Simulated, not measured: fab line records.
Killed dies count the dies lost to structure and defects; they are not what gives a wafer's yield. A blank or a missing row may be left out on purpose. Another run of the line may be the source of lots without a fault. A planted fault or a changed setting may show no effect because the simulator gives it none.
A struck lot beside a sound one :: flow nand-harc :: 15 out of 1159 route steps
Sound: wafers L299.1, L299.4, L299.5. The struck wafers were L294.1, L294.3, L294.6. Last of all comes the cause.
At each step with rows: each side's tool, then ch and its chambers, then its first start. Under that, the readings that differ: sound wafers :: struck wafers :: difference of the means :: sigmas: that difference in standard deviations of wafers without a fault.
alike: readings with means less than 2 such deviations apart, plus words and numbers identical on both sides. not compared: withheld readings, readings lacking a value on some wafer, bounds such as >300 that could conceal the same value, and numbers that have no deviation in the record and whose values overlap.
Wherever a step has rows on one side only, a row that says differs or no value, or a row with sigmas, the two part there. When numbers do not overlap yet have no deviation, they are printed without sigmas and do not part them. Lack of a reading on every wafer of one side parts them only where that side has two or more wafers.

NHARC_A_CONTACT_OVL_MEAS_43:
  sound: overlay-01 at day 20 14:01; struck: overlay-02 at day 20 11:17
  alike: overlay-x-nm, overlay-y-nm
NHARC_A_CONTACT_INSPECT_44:
  sound: defect-inspect-02 at day 20 14:03; struck: defect-inspect-02 at day 20 11:19
reading: raw-defect-count
sound: 41 59 43
struck: 16 18 14
difference: -32
sigmas: -3
then, 2 steps without rows for these wafers: NHARC_A_CONTACT_DESCUM_47 (chemistry O2, time 3 s); NHARC_A_CONTACT_ETCH_48 (etches the open film in CF4, target depth 39 nm, time 65 s).
NHARC_A_CONTACT_ETCH_49: etches the open film in N2/H2, target depth 260 nm, time 475.3 s.
  sound: rie-diel-12 ch 0,2,3; struck: rie-diel-11 ch 0,2,3
  alike: bias-w, chamber-pressure-mTorr, drypump-motor-current-A, mfc-ar-sccm, oes-product-au, rf-vpp-V, showerhead-plenum-p-Torr, throttle-valve-pct
  not compared: rf-hours-counter-h
NHARC_A_CONTACT_ETCH_50: etches the open film in CF4/CHF3, target depth 84.7 nm, time 42.4 s.
  sound: rie-diel-12 ch 2,3; struck: rie-diel-11 ch 0,2
reading: rf-vpp-V (V)
sound: 374.0 374.7 375.2
struck: 365.4 374.4 368.3
difference: -5.3
sigmas: -2

reading: showerhead-plenum-p-Torr (Torr)
sound: 1.68 1.69 1.69
struck: 1.48 1.65 1.48
difference: -0.15
sigmas: -2
  alike: bias-w, cf4-flow-sccm, drypump-motor-current-A, mfc-ar-sccm, oes-product-au, throttle-valve-pct
  not compared: rf-hours-counter-h
NHARC_A_CONTACT_ETCH_51: etches the open film in O2/COS, target depth 3600 nm, time 936 s.
  sound: rie-diel-12 ch 0,1,3; struck: rie-diel-11 ch 1,3
  alike: bias-w, chamber-pressure-mTorr, drypump-motor-current-A, mfc-ar-sccm, oes-product-au, rf-vpp-V, showerhead-plenum-p-Torr, throttle-valve-pct
  not compared: rf-hours-counter-h
then, 4 steps without rows for these wafers: NHARC_A_CONTACT_ETCH_111 (etches the open film in C4F8/O2/Ar, time 140 s, target depth 700 nm); NHARC_A_CONTACT_ETCH_112 (etches the open film in C4F8/O2/Ar, time 94 s, target depth 922 nm); NHARC_A_CONTACT_ETCH_113 (etches the open film in C4F8/O2/Ar, time 94 s, target depth 922 nm); NHARC_A_CONTACT_ETCH_114 (etches the open film in C4F8/O2/Ar, time 94 s, target depth 922 nm).
NHARC_A_CONTACT_ETCH_115: etches the open film in C4F8/O2/Ar, time 94 s, target depth 922 nm.
  sound on har-cap-etch-03 ch 0,1, day 20 16:05; struck on har-cap-etch-01 ch 0, day 20 13:07
  alike: chamber-pressure-mTorr, oes-air-line-au
  not compared: rf-hours-counter-h
NHARC_A_CONTACT_ETCH_116: etches the open film in C4F8/O2/Ar, time 94 s, target depth 922 nm.
  sound on har-cap-etch-03 ch 0,1, day 20 16:11; struck on har-cap-etch-01 ch 0, day 20 13:13
  no value came back on the struck wafers for chamber-pressure-mTorr (mTorr), oes-air-line-au (a.u.); on the sound wafers chamber-pressure-mTorr (mTorr) reads 20.000 20.032 20.006
  not compared: rf-hours-counter-h
NHARC_A_CONTACT_ETCH_117: etches the open film in C4F8/O2/Ar, time 94 s, target depth 922 nm.
  sound on har-cap-etch-03 ch 0,1, day 20 16:16; struck on har-cap-etch-01 ch 0, day 20 13:19
  alike: chamber-pressure-mTorr, oes-air-line-au
  not compared: rf-hours-counter-h
-- jump in the record: it breaks off in module A_CONTACT and resumes in module END (first step shown: number 1159 of the route), and 4 days separate the struck wafers' starts before and after --
NHARC_END_SORT_01:
  here the record holds rows for the struck wafers (prober-01 ch 0, day 24 01:46) but none for the sound ones

WHERE THEY PART
Earliest at NHARC_A_CONTACT_INSPECT_44; latest, in this record, at NHARC_END_SORT_01.

WHY: the cause the simulator had injected
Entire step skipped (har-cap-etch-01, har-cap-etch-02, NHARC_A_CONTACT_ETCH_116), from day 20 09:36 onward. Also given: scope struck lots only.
